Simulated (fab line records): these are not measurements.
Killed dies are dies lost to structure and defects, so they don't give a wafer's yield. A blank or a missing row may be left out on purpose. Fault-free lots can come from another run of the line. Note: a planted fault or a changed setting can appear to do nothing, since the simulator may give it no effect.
One fault through the eyes of 3 desks + flow nandHarc + each desk has only its own numbers; what lay behind them comes last

## DESK OF THE TOOL OWNER: ecdCu-02
The tool's own readings at NHARC_P_M0_ECD_22 (material Cu, target thk 400 nm): means of the sampled wafers that have a number, for each lot that ran on this tool. Marked OUT: a lot whose mean sits more than 4 standard deviations from the usual mean, which makes it out of limits; the brackets give that distance.
Columns: A = bathHeatDutyPct at NHARC_P_M0_ECD_22, usual 6.5 %
| lot  | first seen here | A   |
|------|-----------------|-----|
| L697 | day 5 14:31     | 6.2 |
| L701 | day 6 20:46     | 6.2 |
| L704 | day 7 22:29     | 6.2 |
| L705 | day 7 23:02     | 5.4 |
| L710 | day 8 23:08     | 6.0 |
| L720 | day 11 18:39    | 6.2 |
Result from this desk: across the 6 lots, nothing is out of limits.

## THE DEFECT DESK
Lot by lot, what the route's inspections counted, given as the mean of those sampled wafers with a number. Marked OUT: a lot whose mean sits more than 4 standard deviations from the usual mean, which makes it out of limits; the brackets give that distance.
Columns: A = rawDefectCount at NHARC_P_M0_INSPECT_11, usual 4.1
| lot  | first seen here | A    |
|------|-----------------|------|
| L697 | day 5 13:07     | 6.7  |
| L698 | day 6 04:24     | 5.0  |
| L699 | day 6 07:26     | 4.0  |
| L701 | day 6 19:20     | 4.7  |
| L700 | day 6 20:00     | 3.3  |
| L703 | day 7 16:10     | 11.3 |
| L704 | day 7 20:47     | 4.3  |
| L705 | day 7 21:35     | 6.0  |
| L710 | day 8 21:43     | 4.7  |
| L717 | day 10 09:46    | 3.3  |
| L719 | day 11 02:42    | 3.3  |
| L720 | day 11 17:15    | 4.3  |
Result from this desk: across the 12 lots, nothing is out of limits.

## FROM THE METROLOGY DESK
What the gauges read, lot by lot, whatever tool the lot ran on: means of the sampled wafers that have a number. Marked OUT: a lot whose mean sits more than 4 standard deviations from the usual mean, which makes it out of limits; the brackets give that distance.
Columns: A = thkNm at NHARC_P_M0_THK_MEAS_24, usual 117.6 nm
| lot  | first seen here | A     |
|------|-----------------|-------|
| L697 | day 5 15:49     | 118.5 |
| L698 | day 6 07:48     | 117.8 |
| L699 | day 6 09:52     | 118.1 |
| L701 | day 6 21:46     | 117.2 |
| L700 | day 6 22:26     | 117.2 |
| L703 | day 7 18:34     | 118.2 |
| L704 | day 7 23:30     | 118.0 |
| L705 | day 8 00:06     | 119.0 |
| L710 | day 9 00:10     | 119.3 |
| L717 | day 10 12:08    | 117.8 |
| L719 | day 11 05:09    | 117.0 |
| L720 | day 11 19:39    | 116.3 |
Result from this desk: across the 12 lots, nothing is out of limits.

## ALL TOGETHER
The desk of the tool owner found nothing out of limits.
Nothing out of limits was seen by the defect desk.
From the metrology desk's view, nothing was out of limits.

## WHAT WAS PUT IN BY THE SIMULATOR
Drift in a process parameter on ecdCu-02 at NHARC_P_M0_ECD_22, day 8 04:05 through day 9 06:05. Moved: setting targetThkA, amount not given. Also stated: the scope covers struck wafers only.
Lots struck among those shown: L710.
